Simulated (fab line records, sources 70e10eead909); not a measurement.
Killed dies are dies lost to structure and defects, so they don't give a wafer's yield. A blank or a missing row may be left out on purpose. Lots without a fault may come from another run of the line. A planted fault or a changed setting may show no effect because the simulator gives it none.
Tool commonality check | flow nand_harc | 12 lots, 36 wafers sampled

WHY IT WAS OPENED
At NHARC_P_BONDPAD_THK_MEAS_33 the reading thk_nm is flagged on 3 of 12 lots. Wafers without a fault read 200.1 nm, standard deviation 1.6.
Rule: a lot is flagged when every wafer of it that has a number lies more than 4 standard deviations from that mean, or none has a number. The other lots count as sound.

lot  | measured     | on            | thk_nm (nm), wafer by wafer | flag
L474 | day 6 10:28  | film_metro-01 | 200.3 199.4 200.9           |
L476 | day 6 15:29  | film_metro-02 | 198.4 199.1 199.0           |
L478 | day 7 14:29  | film_metro-01 | 198.2 199.0 197.5           |
L484 | day 8 13:57  | film_metro-02 | 253.0 253.1 255.5           | FLAGGED
L483 | day 8 14:16  | film_metro-02 | 252.1 249.6 256.6           | FLAGGED
L488 | day 9 17:11  | film_metro-01 | 252.7 247.2 253.7           | FLAGGED
L487 | day 10 09:19 | film_metro-02 | 198.1 199.7 199.5           |
L493 | day 11 04:04 | film_metro-02 | 201.4 199.6 202.3           |
L495 | day 11 06:46 | film_metro-02 | 201.8 202.3 201.5           |
L494 | day 11 07:49 | film_metro-01 | 201.4 201.4 201.9           |
L496 | day 11 21:26 | film_metro-02 | 203.2 201.5 200.0           |
L497 | day 12 10:53 | film_metro-02 | 199.6 199.2 197.9           |
The numbers of the flagged lots are 252.6 nm on average: +52.5 nm against the usual, or +33 standard deviations.

WHICH TOOL RAN EACH LOT
The record holds 2 process steps before the reading, out of a route of 1159 steps. In each cell: the tool, then ch and the chambers that the sampled wafers went through, then the start.
lot  | flag    | NHARC_P_M2_PVD_21                       | NHARC_P_BONDPAD_CMP_32
L474 |         | pvd_sputter-02, day 6 10:14 or earlier  | cmp-01 ch 0,3, day 6 10:14
L476 |         | pvd_sputter-01, day 6 15:14 or earlier  | cmp-04 ch 0,3, day 6 15:14
L478 |         | pvd_sputter-02, day 7 14:14 or earlier  | cmp-04 ch 0,1,2, day 7 14:14
L484 | FLAGGED | pvd_sputter-03, day 8 13:45 or earlier  | cmp-02 ch 0,2,3, day 8 13:45
L483 | FLAGGED | pvd_sputter-01, day 8 14:02 or earlier  | cmp-04 ch 1,2, day 8 14:02
L488 | FLAGGED | pvd_sputter-02, day 9 17:01 or earlier  | cmp-04 ch 0,1,3, day 9 17:01
L487 |         | pvd_sputter-03, day 10 09:04 or earlier | cmp-02 ch 0,1,3, day 10 09:04
L493 |         | pvd_sputter-03, day 11 03:51 or earlier | cmp-04 ch 2,3, day 11 03:51
L495 |         | pvd_sputter-03, day 11 06:35 or earlier | cmp-02 ch 0,2,3, day 11 06:35
L494 |         | pvd_sputter-02, day 11 07:37 or earlier | cmp-02 ch 0,1,2, day 11 07:37
L496 |         | pvd_sputter-02, day 11 21:11 or earlier | cmp-02 ch 0,1,2, day 11 21:11
L497 |         | pvd_sputter-01, day 12 10:38 or earlier | cmp-01 ch 1,2,3, day 12 10:38
What these steps do:
- NHARC_P_M2_PVD_21: deposits Cu, target thk 30 nm, time 20.49 s.
- NHARC_P_BONDPAD_CMP_32: polishes SiCN, target thk 200 nm.
- NHARC_P_BONDPAD_THK_MEAS_33: measures by ellipsometry.

FLAGGED OVER TOTAL, TOOL BY TOOL (the gauges that took the reading come last)
step                        | tool           | lots run | flagged | share of the flagged lots | sound lots run after its first flagged lot
NHARC_P_M2_PVD_21           | pvd_sputter-01 | 3        | 1       | some                      | 1 (L497)
NHARC_P_M2_PVD_21           | pvd_sputter-02 | 5        | 1       | some                      | 2 (L494,L496)
NHARC_P_M2_PVD_21           | pvd_sputter-03 | 4        | 1       | some                      | 3 (L487,L493,L495)
NHARC_P_BONDPAD_CMP_32      | cmp-01         | 2        | 0       | none                      | -
NHARC_P_BONDPAD_CMP_32      | cmp-02         | 5        | 1       | some                      | 4 (L487,L495,L494,L496)
NHARC_P_BONDPAD_CMP_32      | cmp-04         | 5        | 2       | some                      | 1 (L493)
NHARC_P_BONDPAD_THK_MEAS_33 | film_metro-01  | 4        | 1       | some                      | 1 (L494)
NHARC_P_BONDPAD_THK_MEAS_33 | film_metro-02  | 8        | 2       | some                      | 5 (L487,L493,L495,L496,L497)
NHARC_P_M2_PVD_21 gives no start for some lots, so the hours and the order of its lots are those of NHARC_P_BONDPAD_CMP_32.

WHAT THE TABLE ALLOWS
No row of the table ran every flagged lot.

WHAT THE SIMULATOR HAD PUT IN
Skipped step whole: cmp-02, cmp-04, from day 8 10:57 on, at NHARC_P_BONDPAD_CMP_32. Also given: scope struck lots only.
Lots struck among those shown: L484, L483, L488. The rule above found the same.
